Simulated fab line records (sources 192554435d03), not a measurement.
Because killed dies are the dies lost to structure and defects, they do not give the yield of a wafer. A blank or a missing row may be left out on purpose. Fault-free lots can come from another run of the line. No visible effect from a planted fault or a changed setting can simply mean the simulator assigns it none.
Split-lot trial + flow n5Finfet + 21 wafers read from 7 lots, route of 1938 steps

== ABOUT THE SPLIT ==
At N5_DUMMY_GATE_COAT_28 (time 60 s, resist thk 10 nm), the setting spinRpm was moved away from the recipe's 1500 rpm on 5 of the 21 wafers read, by -10.8% to +9.4%. For the rest of the wafers, this setting stayed at what the recipe calls for.

The split's own step is where the reading is taken.

== THE READING ==
underlayer_of_DUMMY_GATE_COAT_28.thkNm (the simulator's own value, which no gauge read), in nm, at N5_DUMMY_GATE_COAT_28 (time 60 s, resist thk 10 nm). The file does not state a usual value for it.

| wafer  | tool, chamber at the split | spinRpm as run, rpm | against the recipe | underlayer_of_DUMMY_GATE_COAT_28.thkNm, nm | against lot-mates on the recipe |
|--------|----------------------------|---------------------|--------------------|--------------------------------------------|---------------------------------|
| L075.2 | lithoTrack-04, 0           | 1500                | recipe             | 10                                         | -                               |
| L075.3 | lithoTrack-04, 0           | 1500                | recipe             | 10                                         | -                               |
| L075.4 | lithoTrack-04, 0           | 1500                | recipe             | 10                                         | -                               |
| L080.1 | lithoTrack-04, 0           | 1641                | +9.4%              | 9.6                                        | -0.4                            |
| L080.6 | lithoTrack-04, 0           | 1641                | +9.4%              | 9.6                                        | -0.4                            |
| L080.2 | lithoTrack-04, 0           | 1500                | recipe             | 10                                         | -                               |
| L084.1 | lithoTrack-01, 0           | 1500                | recipe             | 10                                         | -                               |
| L084.2 | lithoTrack-01, 0           | 1500                | recipe             | 10                                         | -                               |
| L084.6 | lithoTrack-01, 0           | 1500                | recipe             | 10                                         | -                               |
| L085.1 | lithoTrack-03, 0           | 1338                | -10.8%             | 10.6                                       | +0.6                            |
| L085.3 | lithoTrack-03, 0           | 1338                | -10.8%             | 10.6                                       | +0.6                            |
| L085.4 | lithoTrack-03, 0           | 1500                | recipe             | 10                                         | -                               |
| L088.1 | lithoTrack-04, 0           | 1500                | recipe             | 10                                         | -                               |
| L088.2 | lithoTrack-04, 0           | 1500                | recipe             | 10                                         | -                               |
| L088.3 | lithoTrack-04, 0           | 1500                | recipe             | 10                                         | -                               |
| L091.2 | lithoTrack-03, 0           | 1500                | recipe             | 10                                         | -                               |
| L091.3 | lithoTrack-03, 0           | 1500                | recipe             | 10                                         | -                               |
| L091.4 | lithoTrack-03, 0           | 1638                | +9.2%              | 9.6                                        | -0.4                            |
| L092.2 | lithoTrack-04, 0           | 1500                | recipe             | 10                                         | -                               |
| L092.4 | lithoTrack-04, 0           | 1500                | recipe             | 10                                         | -                               |
| L092.6 | lithoTrack-04, 0           | 1500                | recipe             | 10                                         | -                               |

THE FIT
A straight line over all 21 wafers: underlayer_of_DUMMY_GATE_COAT_28.thkNm changes by -0.049 nm for each +1% of spinRpm; r = -0.99; the points scatter about the line by 0.028 nm.
The same after taking each lot's own level away (the mean of its wafers on the recipe; 21 wafers): -0.049 nm for each +1%; r = -0.99; scatter 0.028 nm.
The reading moves by 0.53 nm for the largest change in spinRpm, on that fit.
The lots' own levels span 10.00 to 10.00 nm.
The two slopes are in agreement: the lot-to-lot level therefore moves the slope only a little.
Check: for one of the wafers moved furthest among these (-10.8%), held out of the fit, the line's prediction against its lot-mates is +0.521 nm. Against them it came out at +0.6 nm.

== FILE'S OWN FIT ==
underlayer_of_DUMMY_GATE_COAT_28.thkNm changes by -0.0481 nm for each +1% of spinRpm, r = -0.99.
